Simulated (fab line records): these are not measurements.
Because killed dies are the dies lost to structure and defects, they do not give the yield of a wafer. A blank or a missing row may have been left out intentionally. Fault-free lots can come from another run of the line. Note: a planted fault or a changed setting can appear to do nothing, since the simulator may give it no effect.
Struck lot and sound lot, side by side ; flow nandHarc ; 14 out of 1159 route steps
Sound: wafers L285.1, L285.2, L285.4. Struck: wafer L294.1 (L294.5, L294.6, from the same lot, were not struck and are left out); the cause is given at the end.
Order at every step that has rows: each side's tool, ch and its chambers, its first start. Under that, the readings that differ: sound wafers ; struck wafers ; difference of the means ; sigmas: that difference in standard deviations of wafers without a fault.
alike: same words and numbers on both sides, and readings whose means sit less than 2 such deviations apart. not compared: any withheld reading, any reading some wafer has no value for, any bound like >300 that may hide the same value, and any number with overlapping values for which the record gives no deviation.
A row with sigmas, a row that says differs or no value, or rows on one side alone: a step with any of these is where the two part. Non-overlapping numbers with no deviation appear without sigmas and do not part them. Lack of a reading on every wafer of one side parts them only where that side has two or more wafers.

first, 5 steps without rows for these wafers: NHARC_A_STAIRCASE_EBR_05; NHARC_A_STAIRCASE_EXPOSE_06 (exposes mask STAIR); NHARC_A_STAIRCASE_PEB_07 (peb time 130 s); NHARC_A_STAIRCASE_DEVELOP_08 (time 140 s); NHARC_A_STAIRCASE_HARDBAKE_10 (time 140 s).
NHARC_A_STAIRCASE_DESCUM_11: chemistry O2, time 3 s.
  sound on rieDiel-07 ch 1,2,3, day 11 18:20; struck on rieDiel-12 ch 1, day 14 01:04
reading;sound;struck;difference;sigmas
rfHoursCounterH (h);6 6 6;37;+31;
rfVppV (V);59.5 59.2 59.0;56.8;-2.4;-3
  alike: drypumpMotorCurrentA, oesProductAu, showerheadPlenumPTorr, throttleValvePct
then, 1 step without rows for these wafers: NHARC_A_STAIRCASE_TRIM_12 (chemistry O2, time 211.2 s).
NHARC_A_STAIRCASE_ETCH_13: etches the open film in C4F8/O2, target depth 100 nm, time 40.5 s.
  sound on rieDiel-07 ch 0,2,3; struck on rieDiel-12 ch 0
reading;sound;struck;difference;sigmas
rfHoursCounterH (h);7 6 6;39;+33;
  alike: oesProductAu, rfVppV, runLengthS
NHARC_A_STAIRCASE_TRIM_14: chemistry O2, time 211.2 s.
  sound on rieDiel-07 ch 0,1,2; struck on rieDiel-12 ch 2
reading;sound;struck;difference;sigmas
rfHoursCounterH (h);7 6 7;33;+26;
  alike: drypumpMotorCurrentA, oesProductAu, rfVppV, showerheadPlenumPTorr, throttleValvePct
NHARC_A_STAIRCASE_ETCH_15: etches the open film in C4F8/O2, target depth 100 nm, time 40.5 s.
  sound on rieDiel-07 ch 1,2,3; struck on rieDiel-12 ch 2
reading;sound;struck;difference;sigmas
oesProductAu (a.u.);0.954 0.962 0.957;0.914;-0.044;-3
rfHoursCounterH (h);7 7 7;33;+26;
  alike: rfVppV, runLengthS
then, 1 step without rows for these wafers: NHARC_A_STAIRCASE_TRIM_16 (chemistry O2, time 211.2 s).
NHARC_A_STAIRCASE_ETCH_17: etches the open film in C4F8/O2, target depth 100 nm, time 40.5 s.
  sound on rieDiel-07 ch 0,1,3, day 11 19:03; struck on rieDiel-12 ch 2, day 14 01:53
reading;sound;struck;difference;sigmas
rfHoursCounterH (h);7 7 7;33;+26;
runLengthS (s);61.3 60.8 61.1;50.5;-10.6;-24
  alike: oesProductAu, rfVppV
NHARC_A_STAIRCASE_TRIM_18: chemistry O2, time 211.2 s.
  sound on rieDiel-07 ch 0,1,3; struck on rieDiel-12 ch 3
reading;sound;struck;difference;sigmas
rfHoursCounterH (h);7 7 7;35;+28;
  alike: drypumpMotorCurrentA, oesProductAu, rfVppV, showerheadPlenumPTorr, throttleValvePct
-- record jumps: 11 days between struck wafers' starts before vs after; left off in module A_STAIRCASE, resumes in module END, first step shown is number 1159 of the route --
NHARC_END_SORT_01:
  here the record holds rows for the struck wafers (prober-02 ch 0, day 25 10:52) but none for the sound ones

== WHERE THEY PART ==
Earliest at NHARC_A_STAIRCASE_DESCUM_11; latest, in this record, at NHARC_END_SORT_01.

WHY: the cause the simulator had injected
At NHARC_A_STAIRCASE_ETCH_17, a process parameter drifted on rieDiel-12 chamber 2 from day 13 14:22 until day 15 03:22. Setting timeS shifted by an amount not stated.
